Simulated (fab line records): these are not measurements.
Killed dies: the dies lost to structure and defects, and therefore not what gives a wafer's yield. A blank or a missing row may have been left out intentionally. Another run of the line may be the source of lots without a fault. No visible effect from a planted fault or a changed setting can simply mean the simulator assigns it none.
Split-lot trial | flow n5 finfet | 7 lots, 39 wafers read, on a route of 1938 steps

== THE SPLIT ==
At N5_DUMMY_GATE_EXPOSE_12 (exposes mask GATE, target cd 25 nm), the setting dose mj was moved away from the recipe's 34 on 12 of the 39 wafers read, by -7.7% to +5.2%. For the rest of the wafers, this setting stayed at what the recipe calls for.

== FROM THE SPLIT TO THE READING: what the file shows between them, 12 steps ==
- N5_DUMMY_GATE_PEB_13: peb time 60 s
- N5_DUMMY_GATE_DEVELOP_14: develop time 30 s
- N5_DUMMY_GATE_CD_MEAS_15: target cd 25.8 nm
- N5_DUMMY_GATE_STRIP_38: strips in N2/H2
- N5_DUMMY_GATE_STRIP_39: strips in N2/H2
- N5_DUMMY_GATE_TRIM_49: chemistry O2, time 29 s, target cd 14 nm
- N5_DUMMY_GATE_STRIP_40: strips in CF4
- N5_DUMMY_GATE_CD_MEAS_50: target cd 14 nm
- N5_DUMMY_GATE_ETCH_31: etches SiO2 in C4F6/O2, target depth 82.5 nm, time 27.5 s
- N5_DUMMY_GATE_STRIP_41: strips in O2
- N5_DUMMY_GATE_ETCH_23: etches poly-Si in HBr/Cl2/O2, target depth 41 nm, time 22.3 s
- N5_DUMMY_GATE_ETCH_44: etches poly-Si in HBr/O2, stops on SiO2, target depth 127.5 nm

== THE READING ==
cd nm, in nm, at N5_DUMMY_GATE_CD_MEAS_24 (target cd 15 nm). Fault-free wafers of this fab line usually give 15.0 nm, standard deviation 0.3 nm.

wafer  | tool, chamber at the split | dose mj as run | against the recipe | cd nm, nm | against lot-mates on the recipe
L080.1 | euv scanner-02, 0          | 34             | recipe             | 15.1      | -
L080.2 | euv scanner-02, 0          | 31.45          | -7.5%              | 16.4      | +1.3
L080.3 | euv scanner-02, 0          | 31.45          | -7.5%              | 16.5      | +1.4
L080.4 | euv scanner-02, 0          | 31.45          | -7.5%              | 16.2      | +1.1
L080.5 | euv scanner-02, 0          | 34             | recipe             | 15.3      | -
L080.6 | euv scanner-02, 0          | 34             | recipe             | 15.0      | -
L087.1 | euv scanner-02, 0          | 34             | recipe             | 14.8      | -
L087.2 | euv scanner-02, 0          | 34             | recipe             | 15.8      | -
L087.3 | euv scanner-02, 0          | 34             | recipe             | 14.8      | -
L087.4 | euv scanner-02, 0          | 34             | recipe             | 14.6      | -
L087.5 | euv scanner-02, 0          | 34             | recipe             | 15.0      | -
L087.6 | euv scanner-02, 0          | 34             | recipe             | 15.3      | -
L089.1 | euv scanner-02, 0          | 34             | recipe             | 15.0      | -
L089.2 | euv scanner-02, 0          | 34             | recipe             | 15.2      | -
L089.3 | euv scanner-02, 0          | 34             | recipe             | 14.4      | -
L089.4 | euv scanner-02, 0          | 34             | recipe             | 14.9      | -
L089.5 | euv scanner-02, 0          | 34             | recipe             | 14.8      | -
L089.6 | euv scanner-02, 0          | 34             | recipe             | 14.9      | -
L090.1 | euv scanner-02, 0          | 34             | recipe             | 14.8      | -
L090.2 | euv scanner-02, 0          | 34             | recipe             | 15.0      | -
L090.3 | euv scanner-02, 0          | 31.39          | -7.7%              | 16.3      | +1.3
L090.4 | euv scanner-02, 0          | 34             | recipe             | 15.2      | -
L090.5 | euv scanner-02, 0          | 31.39          | -7.7%              | 16.3      | +1.3
L090.6 | euv scanner-02, 0          | 31.39          | -7.7%              | 16.6      | +1.6
L093.1 | euv scanner-02, 0          | 34.85          | +2.5%              | 14.9      | +0.0
L093.2 | euv scanner-02, 0          | 34             | recipe             | 15.1      | -
L093.3 | euv scanner-02, 0          | 34             | recipe             | 14.7      | -
L093.4 | euv scanner-02, 0          | 34.85          | +2.5%              | 14.7      | -0.2
L093.5 | euv scanner-02, 0          | 34.85          | +2.5%              | 14.8      | -0.1
L093.6 | euv scanner-02, 0          | 34             | recipe             | 14.8      | -
L095.1 | euv scanner-02, 0          | 35.78          | +5.2%              | 14.2      | -0.9
L095.2 | euv scanner-02, 0          | 34             | recipe             | 14.7      | -
L095.3 | euv scanner-02, 0          | 34             | recipe             | 15.3      | -
L095.4 | euv scanner-02, 0          | 35.78          | +5.2%              | 14.4      | -0.7
L095.5 | euv scanner-02, 0          | 35.78          | +5.2%              | 14.4      | -0.7
L095.6 | euv scanner-02, 0          | 34             | recipe             | 15.4      | -
L096.4 | euv scanner-02, 0          | 34             | recipe             | 15.3      | -
L096.5 | euv scanner-02, 0          | 34             | recipe             | 15.1      | -
L096.6 | euv scanner-02, 0          | 34             | recipe             | 15.2      | -

FIT RESULTS
A straight line over all 39 wafers: cd nm changes by -0.165 nm for each +1% of dose mj; r = -0.91; the points scatter about the line by 0.26 nm.
The same after taking each lot's own level away (the mean of its wafers on the recipe; 39 wafers): -0.161 nm for each +1%; r = -0.91; scatter 0.25 nm.
Per that fit: largest dose mj move, reading shift of 1.2 nm.
The span of the lots' own levels, 14.87 to 15.20 nm, comes to 1.1 times the standard deviation stated above.
Hence the lot-to-lot level has little effect on the slope; both slopes agree.
Check: for one of the wafers moved furthest among these (-7.7%), held out of the fit, the line's prediction against its lot-mates is +1.28 nm. Against them it came out at +1.3 nm.

== THE OTHER SPLITS THESE WAFERS WENT THROUGH ==
These wafers also went through other splits before the reading. Each is held against what the fit with the lots' levels taken away leaves over:
other split on the same wafers     | wafers away from the commonest value | r with cd nm (lot level and that fit taken away)
N5_WELL_APT_IMPLANT_31 energy kev  | 12                                   | -0.06
N5_FIN_SAQP_EXPOSE_13 dose mj      | 12                                   | -0.08
N5_FIN_SAQP_ETCH_69 target depth a | 12                                   | +0.02

== THE WHOLE CHAIN: every reading that the file lists as answering this split, in the file's order ==
step                     | what it does                                           | reading                                                           | change (the file's fit)               | r (the file's)
N5_DUMMY_GATE_CD_MEAS_15 | target cd 25.8 nm                                      | cd nm                                                             | -0.186 nm for each +1% of the setting | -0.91
N5_DUMMY_GATE_TRIM_49    | chemistry O2, time 29 s, target cd 14 nm               | DUMMY_GATE.cd nm (the simulator's own value, which no gauge read) | -0.179 nm for each +1% of the setting | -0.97
N5_DUMMY_GATE_CD_MEAS_50 | target cd 14 nm                                        | cd nm                                                             | -0.201 nm for each +1% of the setting | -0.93
N5_DUMMY_GATE_CD_MEAS_24 | target cd 15 nm                                        | cd nm                                                             | -0.162 nm for each +1% of the setting | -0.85
N5_DUMMY_GATE_ETCH_42    | etches SiO2 in CHF3/O2, target depth 3.5 nm, time 31 s | DUMMY_GATE.cd nm (the simulator's own value, which no gauge read) | -0.172 nm for each +1% of the setting | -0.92

== FILE'S OWN FIT ==
cd nm changes by -0.162 nm for each +1% of dose mj, r = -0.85.
